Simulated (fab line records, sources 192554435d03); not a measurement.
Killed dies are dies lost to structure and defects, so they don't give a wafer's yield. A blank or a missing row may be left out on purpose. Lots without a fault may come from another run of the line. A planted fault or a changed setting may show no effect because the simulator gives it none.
Split-lot experiment | flow n5_finfet | 7 lots, 21 wafers read, on a route of 1938 steps

THE SPLIT
At N5_BEOL_M5_COAT_66 (time 60 s, resist thk 12 nm), the setting spin_rpm was moved away from the recipe's 1500 rpm on 4 of the 21 wafers read, by -6.7% to +6.1%. The other wafers ran this setting at the recipe's value.

FROM THE SPLIT TO THE READING: what the file shows between them, 4 steps
- N5_BEOL_M5_COAT_74: time 60 s, resist thk 5 nm
- N5_BEOL_M5_COAT_22: resist thk 30 nm
- N5_BEOL_M5_DESCUM_33: chemistry O2, time 7 s
- N5_BEOL_M5_ETCH_75: etches underlayer in N2/H2, target depth 6.5 nm, time 5.2 s

THE READING
etch.depth_nm (the simulator's own value, which no gauge read), in nm, at N5_BEOL_M5_ETCH_67 (etches SiARC in CF4, target depth 15.6 nm, time 26 s). The file gives no usual value for it. The 17 wafers here that ran the recipe average 12.01 nm, standard deviation 0.034 nm.

wafer  | tool, chamber at the split | spin_rpm as run, rpm | against the recipe | etch.depth_nm, nm | against lot-mates on the recipe
L075.1 | litho_track-03, 0          | 1399                 | -6.7%              | 12.42             | +0.41
L075.3 | litho_track-03, 0          | 1500                 | recipe             | 11.99             | -
L075.4 | litho_track-03, 0          | 1500                 | recipe             | 12.03             | -
L077.2 | litho_track-02, 0          | 1500                 | recipe             | 12                | -
L077.4 | litho_track-02, 0          | 1500                 | recipe             | 12                | -
L077.3 | litho_track-02, 0          | 1500                 | recipe             | 12.06             | -
L078.2 | litho_track-02, 0          | 1500                 | recipe             | 12.04             | -
L078.4 | litho_track-02, 0          | 1500                 | recipe             | 12.04             | -
L078.5 | litho_track-02, 0          | 1555                 | +3.7%              | 11.82             | -0.22
L081.3 | litho_track-02, 0          | 1591                 | +6.1%              | 11.69             | -0.34
L081.6 | litho_track-02, 0          | 1591                 | +6.1%              | 11.69             | -0.34
L081.4 | litho_track-02, 0          | 1500                 | recipe             | 12.03             | -
L079.3 | litho_track-05, 0          | 1500                 | recipe             | 12.02             | -
L079.4 | litho_track-05, 0          | 1500                 | recipe             | 11.97             | -
L079.6 | litho_track-05, 0          | 1500                 | recipe             | 12.01             | -
L082.2 | litho_track-02, 0          | 1500                 | recipe             | 11.98             | -
L082.4 | litho_track-02, 0          | 1500                 | recipe             | 12.05             | -
L082.5 | litho_track-02, 0          | 1500                 | recipe             | 12.03             | -
L088.3 | litho_track-03, 0          | 1500                 | recipe             | 11.96             | -
L088.5 | litho_track-03, 0          | 1500                 | recipe             | 11.97             | -
L088.6 | litho_track-03, 0          | 1500                 | recipe             | 11.94             | -

THE FIT
A straight line over all 21 wafers: etch.depth_nm changes by -0.0556 nm for each +1% of spin_rpm; r = -0.97; the points scatter about the line by 0.033 nm.
The same after taking each lot's own level away (the mean of its wafers on the recipe; 21 wafers): -0.0582 nm for each +1%; r = -0.99; scatter 0.021 nm.
On that fit, the largest move of spin_rpm shifts the reading by 0.39 nm.
The lots' own levels span 11.957 to 12.040 nm, that is 2.5 times the standard deviation above.
So the lot-to-lot level changes the slope little: the two slopes agree.
Check: with one of the wafers moved furthest among these (-6.7%) left out of the fit, the line predicts +0.381 nm for it against its lot-mates. It came out at +0.41 nm against them.

OTHER SPLITS ON THESE WAFERS
These wafers also went through other splits before the reading. Each is held against what the fit with the lots' levels taken away leaves over:
other split on the same wafers         | wafers away from the commonest value | r with etch.depth_nm (lot level and that fit taken away)
N5_MOL_CONTACT_COAG_ALD_133 ald_cycles | 6                                    | +0.09
N5_MOL_CONTACT_COAG_ETCH_67 source_w   | 9                                    | -0.13
N5_BEOL_M0_SAQP_ETCH_107 bias_w        | 8                                    | +0.13
N5_BEOL_M0_DEP_125 time_s              | 6                                    | +0.03
N5_BEOL_M1_EXPOSE_25 dose_mj           | 8                                    | +0.00
N5_BEOL_M3_ILD_DEP_00 time_s           | 13                                   | -0.04
N5_BEOL_M4_ETCH_70 bias_w              | 7                                    | -0.13
N5_BEOL_M5_ETCH_72 bias_w              | 8                                    | +0.06

THE WHOLE CHAIN: every reading that the file lists as answering this split, in the file's order
step               | what it does                                         | reading                                                                          | change (the file's fit)                | r (the file's)
N5_BEOL_M5_COAT_66 | time 60 s, resist thk 12 nm                          | SiARC_of_BEOL_M5_COAT_66.thk_nm (the simulator's own value, which no gauge read) | -0.0612 nm for each +1% of the setting | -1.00
N5_BEOL_M5_ETCH_67 | etches SiARC in CF4, target depth 15.6 nm, time 26 s | etch.depth_nm (the simulator's own value, which no gauge read)                   | -0.0586 nm for each +1% of the setting | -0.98

THE FILE'S OWN FIT
etch.depth_nm changes by -0.0586 nm for each +1% of spin_rpm, r = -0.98.
